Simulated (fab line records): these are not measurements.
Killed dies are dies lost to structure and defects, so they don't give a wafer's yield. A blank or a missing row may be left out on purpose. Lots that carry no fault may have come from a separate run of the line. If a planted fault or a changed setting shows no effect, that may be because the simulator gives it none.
A struck lot beside a sound one | flow nandHarc | 13 steps out of a route of 1302
Sound: these wafers, L505.1, L505.2, L505.5. The struck wafers were L507.2, L507.4, L507.5. The cause comes at the end.
Per side, at each step with rows, come the tool, then ch with its chambers, and then its first start. Under that, the readings that differ: sound wafers | struck wafers | difference of the means | sigmas: that difference in standard deviations of wafers without a fault.
alike: same words and numbers on both sides, and readings whose means sit less than 2 such deviations apart. not compared: any withheld reading, any reading some wafer has no value for, any bound like >300 that may hide the same value, and any number with overlapping values for which the record gives no deviation.
Wherever a step has rows on one side only, a row that says differs or no value, or a row with sigmas, the two part there. Numbers that don't overlap but have no deviation are shown without sigmas and don't part them. Lack of a reading on every wafer of one side parts them only where that side has two or more wafers.

first, 7 steps without rows for these wafers: NHARC_A_STAIRCASE_COAT_160; NHARC_A_STAIRCASE_SOFTBAKE_161 (time 170 s); NHARC_A_STAIRCASE_EBR_162; NHARC_A_STAIRCASE_EXPOSE_163 (exposes mask STAIR OPEN); NHARC_A_STAIRCASE_PEB_164 (peb time 130 s); NHARC_A_STAIRCASE_DEVELOP_165 (time 140 s); NHARC_A_STAIRCASE_HARDBAKE_167 (time 140 s).
NHARC_A_STAIRCASE_DESCUM_168: chemistry O2, time 3 s.
  sound on rieDiel-01 ch 0,2,3, day 16 02:22; struck on rieDiel-03 ch 1,3, day 17 18:33
  alike: chamberPressureMTorr, drypumpMotorCurrentA, o2FlowSccm, oesProductAu, rfVppV, showerheadPlenumPTorr, throttleValvePct
  not compared: rfHoursCounterH
NHARC_A_STAIRCASE_ETCH_169: etches the open film in CH3F/O2, target depth 50 nm, time 107.1 s.
  sound on rieDiel-01 ch 0,2, day 16 02:26; struck on rieDiel-03 ch 0,1,2, day 17 18:40
  alike: chamberPressureMTorr, drypumpMotorCurrentA, o2FlowSccm, oesProductAu, rfVppV, showerheadPlenumPTorr, throttleValvePct
  not compared: rfHoursCounterH
NHARC_A_STAIRCASE_ETCH_170: etches the open film in C4F6/O2, target depth 200 nm, time 66.667 s.
  sound on rieDiel-01 ch 1,2,3; struck on rieDiel-03 ch 0,2
  alike: chamberPressureMTorr, drypumpMotorCurrentA, o2FlowSccm, oesProductAu, rfVppV, showerheadPlenumPTorr, throttleValvePct
  not compared: rfHoursCounterH
NHARC_A_STAIRCASE_STRIP_171: strips in O2.
  sound on plasmaAsher-02 ch 0,1, day 16 02:40; struck on plasmaAsher-01 ch 0,1, day 17 18:55
reading                  | sound          | struck         | difference | sigmas
drypumpMotorCurrentA (A) | 5.29 5.44 5.30 | 5.77 5.68 5.77 | +0.40      | +2
heaterPowerW (W)         | 391 356 396    | 279 324 280    | -87        | -2
  alike: tempC
  not compared: rfHoursCounterH
NHARC_A_STAIRCASE_STRIP_172: strips in SPM, time 900 s.
  sound on wetBench-04 ch 2,6,7, day 16 03:01; struck on wetBench-05 ch 0,3,4, day 17 19:14
  no value came back on the struck wafers for bathGuardTempC (C), bathHeatDutyPct (%), tempC (C); on the sound wafers bathGuardTempC (C) reads 130.9 130.4 129.0
then, 1 step without rows for these wafers: NHARC_A_STAIRCASE_PRECLEAN_173 (cleans in SC1).

WHERE THEY PART
Last at NHARC_A_STAIRCASE_STRIP_172 as far as this record goes, first at NHARC_A_STAIRCASE_STRIP_171.

WHY: what the simulator had put in
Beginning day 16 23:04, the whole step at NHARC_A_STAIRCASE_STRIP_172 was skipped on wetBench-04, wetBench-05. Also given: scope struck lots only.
